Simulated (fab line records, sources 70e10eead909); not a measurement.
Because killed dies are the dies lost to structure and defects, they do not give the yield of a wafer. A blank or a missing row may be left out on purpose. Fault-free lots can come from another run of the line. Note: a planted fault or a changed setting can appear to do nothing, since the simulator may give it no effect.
Problem report in the 8D (eight disciplines) form, filled by code | flow nand_harc | the parts of the form that need people (team, actions taken, sign-off) are left out

1. WHAT WENT WRONG
At NHARC_A_CHANNEL_FILL_D2_ANNEAL_22, tube_center_temp_C averages 604.01 C over 9 wafers from 3 lots, while fault-free wafers read 620.01 C, standard deviation 0.055. That is -99 or more standard deviations from the usual mean.
The step: time 7200 s.
First observed at day 19 01:20: wafer L322.2, on furnace-07. Wafers with a number at this step in the record: 33, from 11 lots. Rule for "out" (also "out of limits"): further than 4 standard deviations from the usual mean. The other wafers with a number count as sound.

2. WHAT IT IS AND WHAT IT IS NOT
question                    | is                                                                                                                                   | is not
which readings at this step | tube_center_temp_C, spike_tc_bottom_C, spike_tc_centre_C, spike_tc_lower_C, spike_tc_top_C, spike_tc_upper_C, tube_center_temp_C_max | zone_power_lower_pct
which lots                  | L322, L323, L324                                                                                                                     | L314, L315, L317, L330, L331, L332, L333, L334
which wafers of those lots  | all that have a number                                                                                                               | -
read on which tools         | furnace-07                                                                                                                           | furnace-02, furnace-03
when                        | from day 19 01:20                                                                                                                    | up to then (9 sound wafers); but 15 sound wafers of L330, L331, L332, L333, L334 came after

3. SUSPECTS, AND WHAT RULES EACH OUT
Counting: any tool at a process step up to the reading is kept as a suspect provided that every lot that is out went through it and no sound lot did after the first of them.
- furnace-07 at NHARC_A_CHANNEL_FILL_D2_ANNEAL_22 (time 7200 s): ruled out as a lasting fault. After its first lot that is out, L322 (day 19 01:20), sound lots L331 ran on it.
Left after counting: nothing in the record.

4. THE CAUSE (what the simulator had put in)
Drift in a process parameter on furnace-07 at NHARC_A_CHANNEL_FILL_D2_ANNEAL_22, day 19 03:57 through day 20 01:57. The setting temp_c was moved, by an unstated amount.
Counting ruled it out, wrongly.

5. THE CHAIN OF EFFECTS, in route order
Rows list readings where the struck wafers' mean (over those with a number) sits beyond 3 standard deviations from the usual. Only readings whose record carries a usual standard deviation are examined. hours: median over the lots of the time between each lot's start at the first step of this table that gives one and its start at this step. sigmas: the change, counted in usual standard deviations.
hours | step                              | reading                | usual    | on struck wafers | change | sigmas
0     | NHARC_A_CHANNEL_FILL_D2_ANNEAL_22 | spike_tc_bottom_C      | 642.6 C  | 624.5            | -18.1  | -12
0     | NHARC_A_CHANNEL_FILL_D2_ANNEAL_22 | spike_tc_centre_C      | 621.0 C  | 604.9            | -16.1  | -16
0     | NHARC_A_CHANNEL_FILL_D2_ANNEAL_22 | spike_tc_lower_C       | 620.2 C  | 606.3            | -13.9  | -8.2
0     | NHARC_A_CHANNEL_FILL_D2_ANNEAL_22 | spike_tc_top_C         | 637.5 C  | 621.6            | -15.9  | -14
0     | NHARC_A_CHANNEL_FILL_D2_ANNEAL_22 | spike_tc_upper_C       | 619.4 C  | 603.4            | -16.0  | -17
0     | NHARC_A_CHANNEL_FILL_D2_ANNEAL_22 | tube_center_temp_C     | 620.01 C | 604.01           | -16.00 | -99 or more
0     | NHARC_A_CHANNEL_FILL_D2_ANNEAL_22 | tube_center_temp_C_max | 621.59   | 605.64           | -15.95 | -66
0     | NHARC_A_CHANNEL_FILL_D2_ANNEAL_22 | zone_power_upper_pct   | 8.64 %   | 8.10             | -0.54  | -3.2
Process steps it contains:
- NHARC_A_CHANNEL_FILL_D2_ANNEAL_22: time 7200 s.
Later steps that measure or inspect, where all struck wafers having a row at the step show a number for every such reading and not one has moved that far: NHARC_END_SORT_01.

6. HOW IT WOULD HAVE BEEN CAUGHT EARLIER
In this record the first reading out of limits was taken at day 19 01:20.
